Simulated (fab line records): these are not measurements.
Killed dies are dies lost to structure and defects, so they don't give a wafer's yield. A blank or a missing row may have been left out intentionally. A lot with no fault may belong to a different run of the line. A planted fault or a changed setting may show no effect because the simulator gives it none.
Which tool did it? + flow nand-harc + 12 lots, 36 wafers sampled, at 6 steps of a route of 1302

## WHAT THE GAUGES READ, wafer by wafer
NHARC_P_START_INSPECT_01. Usual: 3.6 for raw-defect-count, sd 1.8.
| lot  | measured     | on                | raw-defect-count | flag |
|------|--------------|-------------------|------------------|------|
| L854 | day 1 20:02  | defect-inspect-01 | 3 5 2            |      |
| L855 | day 2 06:02  | defect-inspect-02 | 3 2 3            |      |
| L857 | day 3 02:02  | defect-inspect-01 | 5 2 3            |      |
| L862 | day 5 04:02  | defect-inspect-01 | 3 7 4            |      |
| L864 | day 6 00:03  | defect-inspect-01 | 3 3 9            |      |
| L866 | day 6 20:03  | defect-inspect-01 | 7 1 5            |      |
| L869 | day 8 02:02  | defect-inspect-02 | 7 2 4            |      |
| L870 | day 8 12:02  | defect-inspect-02 | 4 4 3            |      |
| L871 | day 8 22:02  | defect-inspect-01 | 4 3 4            |      |
| L872 | day 9 08:02  | defect-inspect-02 | 1 3 4            |      |
| L875 | day 10 14:02 | defect-inspect-02 | 3 2 2            |      |
| L877 | day 11 10:02 | defect-inspect-02 | 3 4 3            |      |

NHARC_P_ZERO_WELL_CD_MEAS_11 targets a cd of 500 nm. Usual: 500.2 nm for cd-nm, sd 2.1.
| lot  | measured     | on        | cd-nm (nm)        | flag |
|------|--------------|-----------|-------------------|------|
| L854 | day 1 21:14  | cd-sem-02 | 499.9 501.3 497.7 |      |
| L855 | day 2 07:07  | cd-sem-02 | 495.4 501.2 498.6 |      |
| L857 | day 3 03:19  | cd-sem-01 | 499.0 499.5 502.3 |      |
| L862 | day 5 05:23  | cd-sem-03 | 504.9 501.5 499.1 |      |
| L864 | day 6 01:14  | cd-sem-03 | 502.1 487.9 499.1 |      |
| L866 | day 6 21:08  | cd-sem-03 | 498.3 499.1 488.5 |      |
| L869 | day 8 03:14  | cd-sem-01 | 501.1 497.2 498.5 |      |
| L870 | day 8 13:08  | cd-sem-01 | 497.4 494.8 497.5 |      |
| L871 | day 8 23:15  | cd-sem-01 | 498.3 499.4 501.0 |      |
| L872 | day 9 09:15  | cd-sem-01 | 502.1 503.1 500.5 |      |
| L875 | day 10 15:07 | cd-sem-03 | 498.9 501.8 499.3 |      |
| L877 | day 11 11:22 | cd-sem-03 | 503.4 504.6 500.2 |      |

NHARC_END_SORT_01. Usual: killed-at-array 61, standard deviation 26; killed-at-other 0.8, standard deviation 1.1; killed-at-periphery 4.0, standard deviation 2.6; killed-dies 66, standard deviation 26; killed-open 3.1, standard deviation 1.7; killed-short 2.5, standard deviation 1.5.
| lot  | measured     | on        | killed-at-array | killed-at-other | killed-at-periphery | killed-dies | killed-open | killed-short | flag |
|------|--------------|-----------|-----------------|-----------------|---------------------|-------------|-------------|--------------|------|
| L864 | day 28 19:53 | prober-01 | 48 50 54        | 1 0 0           | 4 2 3               | 53 52 57    | 5 0 3       | 2 2 3        |      |
| L871 | day 31 00:04 | prober-01 | 31 32 28        | 4 1 1           | 1 7 2               | 36 40 31    | 1 0 1       | 3 4 6        |      |

## WHICH TOOL RAN EACH LOT (tool, then ch and the chambers of the sampled wafers, then the start)
| lot  | NHARC_P_ZERO_WELL_SOFTBAKE_06     | NHARC_P_ZERO_WELL_DESCUM_39        | NHARC_P_ZERO_WELL_DESCUM_54        |
|------|-----------------------------------|------------------------------------|------------------------------------|
| L854 | litho-track-03 ch 0, day 1 20:00  | rie-diel-02 ch 0,1,2, day 2 00:17  | rie-diel-09 ch 0,2,3, day 2 01:49  |
| L855 | litho-track-05 ch 0, day 2 06:00  | rie-diel-02 ch 1,2,3, day 2 10:18  | rie-diel-10 ch 0,3, day 2 11:55    |
| L857 | litho-track-03 ch 0, day 3 02:00  | rie-diel-02 ch 0,1, day 3 06:26    | rie-diel-02 ch 1,2,3, day 3 08:05  |
| L862 | litho-track-05 ch 0, day 5 05:00  | rie-diel-09 ch 1,2,3, day 5 08:32  | rie-diel-09 ch 0,2,3, day 5 10:10  |
| L864 | litho-track-05 ch 0, day 6 00:00  | rie-diel-02 ch 0,1,3, day 6 04:16  | rie-diel-09 ch 0,3, day 6 05:46    |
| L866 | litho-track-05 ch 0, day 6 20:00  | rie-diel-02 ch 1,3, day 7 06:11    | rie-diel-10 ch 1,3, day 7 07:49    |
| L869 | litho-track-03 ch 0, day 8 02:00  | rie-diel-02 ch 2,3, day 8 06:41    | rie-diel-02 ch 1,2,3, day 8 08:21  |
| L870 | litho-track-03 ch 0, day 8 12:00  | rie-diel-09 ch 0,2,3, day 8 16:19  | rie-diel-02 ch 0,1,3, day 8 17:58  |
| L871 | litho-track-03 ch 0, day 8 22:00  | rie-diel-09 ch 0,1,2, day 9 02:16  | rie-diel-09 ch 1,2,3, day 9 03:55  |
| L872 | litho-track-07 ch 0, day 9 08:00  | rie-diel-02 ch 0,3, day 9 12:30    | rie-diel-02 ch 2,3, day 9 14:08    |
| L875 | litho-track-05 ch 0, day 10 14:00 | rie-diel-10 ch 1,2,3, day 10 18:10 | rie-diel-09 ch 0,2,3, day 10 19:44 |
| L877 | litho-track-07 ch 0, day 11 10:00 | rie-diel-10 ch 1,2,3, day 11 14:31 | rie-diel-10 ch 0,2,3, day 11 16:12 |
- NHARC_P_ZERO_WELL_SOFTBAKE_06: time 70 s.
- NHARC_P_ZERO_WELL_DESCUM_39: chemistry O2, time 3 s.
- NHARC_P_ZERO_WELL_DESCUM_54: chemistry O2, time 3 s.

## WHAT THE TOOLS THEMSELVES READ (means of the sampled wafers that have a number; where no wafer has one, the mark that the record gives instead)
NHARC_P_ZERO_WELL_SOFTBAKE_06. Usual: exhaust-pa 45.1 Pa, standard deviation 0.78; heater-power-total-W 200.9 W, standard deviation 1.3.
| lot  | tool           | exhaust-pa (Pa) | heater-power-total-W (W) | flag |
|------|----------------|-----------------|--------------------------|------|
| L854 | litho-track-03 | 45.4            | 199.8                    |      |
| L855 | litho-track-05 | 44.5            | 199.9                    |      |
| L857 | litho-track-03 | 45.2            | 200.7                    |      |
| L862 | litho-track-05 | 45.3            | 201.6                    |      |
| L864 | litho-track-05 | 45.9            | 305.8                    | OFF  |
| L866 | litho-track-05 | 45.8            | 308.3                    | OFF  |
| L869 | litho-track-03 | 45.5            | 202.1                    |      |
| L870 | litho-track-03 | 45.1            | 200.0                    |      |
| L871 | litho-track-03 | 43.6            | 200.4                    |      |
| L872 | litho-track-07 | 46.2            | 200.4                    |      |
| L875 | litho-track-05 | 45.6            | 201.2                    |      |
| L877 | litho-track-07 | 44.7            | 201.6                    |      |

NHARC_P_ZERO_WELL_DESCUM_39. Usual: drypump-motor-current-A 6.0 A, standard deviation 0.33; oes-product-au 1.000 a.u., standard deviation 0.013; rf-vpp-V 57.5 V, standard deviation 0.81; showerhead-plenum-p-Torr 1.87 Torr, standard deviation 0.07; throttle-valve-pct 11.311 %, standard deviation 0.0089.
| lot  | tool        | drypump-motor-current-A (A) | oes-product-au (a.u.) | rf-vpp-V (V) | showerhead-plenum-p-Torr (Torr) | throttle-valve-pct (%) | flag |
|------|-------------|-----------------------------|-----------------------|--------------|---------------------------------|------------------------|------|
| L854 | rie-diel-02 | 6.1                         | 0.999                 | 57.6         | 1.85                            | 11.310                 |      |
| L855 | rie-diel-02 | 5.9                         | 1.009                 | 57.7         | 1.89                            | 11.311                 |      |
| L857 | rie-diel-02 | 5.9                         | 1.011                 | 59.0         | 1.93                            | 11.316                 |      |
| L862 | rie-diel-09 | 6.0                         | 0.984                 | 57.1         | 1.89                            | 11.308                 |      |
| L864 | rie-diel-02 | 5.8                         | 1.006                 | 57.2         | 1.88                            | 11.309                 |      |
| L866 | rie-diel-02 | 5.6                         | 0.997                 | 58.1         | 1.91                            | 11.312                 |      |
| L869 | rie-diel-02 | 5.8                         | 0.988                 | 57.5         | 1.84                            | 11.303                 |      |
| L870 | rie-diel-09 | 6.0                         | 1.010                 | 57.9         | 1.89                            | 11.316                 |      |
| L871 | rie-diel-09 | 6.1                         | 1.016                 | 57.0         | 1.87                            | 11.310                 |      |
| L872 | rie-diel-02 | 5.9                         | 0.991                 | 57.1         | 1.79                            | 11.307                 |      |
| L875 | rie-diel-10 | 5.7                         | 1.000                 | 57.5         | 1.91                            | 11.309                 |      |
| L877 | rie-diel-10 | 5.6                         | 0.999                 | 57.4         | 1.91                            | 11.303                 |      |

NHARC_P_ZERO_WELL_DESCUM_54. Usual: drypump-motor-current-A 6.0 A, standard deviation 0.33; oes-product-au 0.999 a.u., standard deviation 0.014; rf-vpp-V 57.7 V, standard deviation 0.92; showerhead-plenum-p-Torr 1.89 Torr, standard deviation 0.074; throttle-valve-pct 11.312 %, standard deviation 0.0088.
| lot  | tool        | drypump-motor-current-A (A) | oes-product-au (a.u.) | rf-vpp-V (V) | showerhead-plenum-p-Torr (Torr) | throttle-valve-pct (%) | flag |
|------|-------------|-----------------------------|-----------------------|--------------|---------------------------------|------------------------|------|
| L854 | rie-diel-09 | 6.0                         | 0.997                 | 58.0         | 1.91                            | 11.313                 |      |
| L855 | rie-diel-10 | 6.0                         | 1.023                 | 58.7         | 1.92                            | 11.320                 |      |
| L857 | rie-diel-02 | 5.9                         | 0.994                 | 58.2         | 1.89                            | 11.303                 |      |
| L862 | rie-diel-09 | 6.1                         | 0.993                 | 57.8         | 1.90                            | 11.305                 |      |
| L864 | rie-diel-09 | 5.9                         | 1.000                 | 58.0         | 1.93                            | 11.307                 |      |
| L866 | rie-diel-10 | 5.8                         | 1.011                 | 59.2         | 1.93                            | 11.313                 |      |
| L869 | rie-diel-02 | 5.9                         | 0.990                 | 57.3         | 1.88                            | 11.310                 |      |
| L870 | rie-diel-02 | 5.9                         | 0.985                 | 58.0         | 1.87                            | 11.305                 |      |
| L871 | rie-diel-09 | 6.1                         | 1.002                 | 57.6         | 1.88                            | 11.310                 |      |
| L872 | rie-diel-02 | 6.1                         | 0.998                 | 57.5         | 1.80                            | 11.314                 |      |
| L875 | rie-diel-09 | 6.0                         | 1.017                 | 57.8         | 1.88                            | 11.313                 |      |
| L877 | rie-diel-10 | 5.9                         | 1.009                 | 57.1         | 1.89                            | 11.309                 |      |

## THE ANSWER, worked out from the rows above alone
Rule: a lot is off if the mean of its wafers that have a number lies more than 3 standard deviations from the usual mean. A lot without any number at a reading at which 4 lots or more have one is off too. The other lots that the step has rows for count as sound. First the gauges in route order, then the tools' own readings, where a lot's mean is used as printed above. At the first step where some lot is off, the reading lying furthest off is the one used; lots without a number count as furthest.
Off at NHARC_P_ZERO_WELL_SOFTBAKE_06 (heater-power-total-W): L864, L866.
If a tool, at that step or one of the process steps before it, ran each lot that is off and ran no sound lot following the first of them, it fits. Of those tried, none fits.

## WHAT THE SIMULATOR PUT IN
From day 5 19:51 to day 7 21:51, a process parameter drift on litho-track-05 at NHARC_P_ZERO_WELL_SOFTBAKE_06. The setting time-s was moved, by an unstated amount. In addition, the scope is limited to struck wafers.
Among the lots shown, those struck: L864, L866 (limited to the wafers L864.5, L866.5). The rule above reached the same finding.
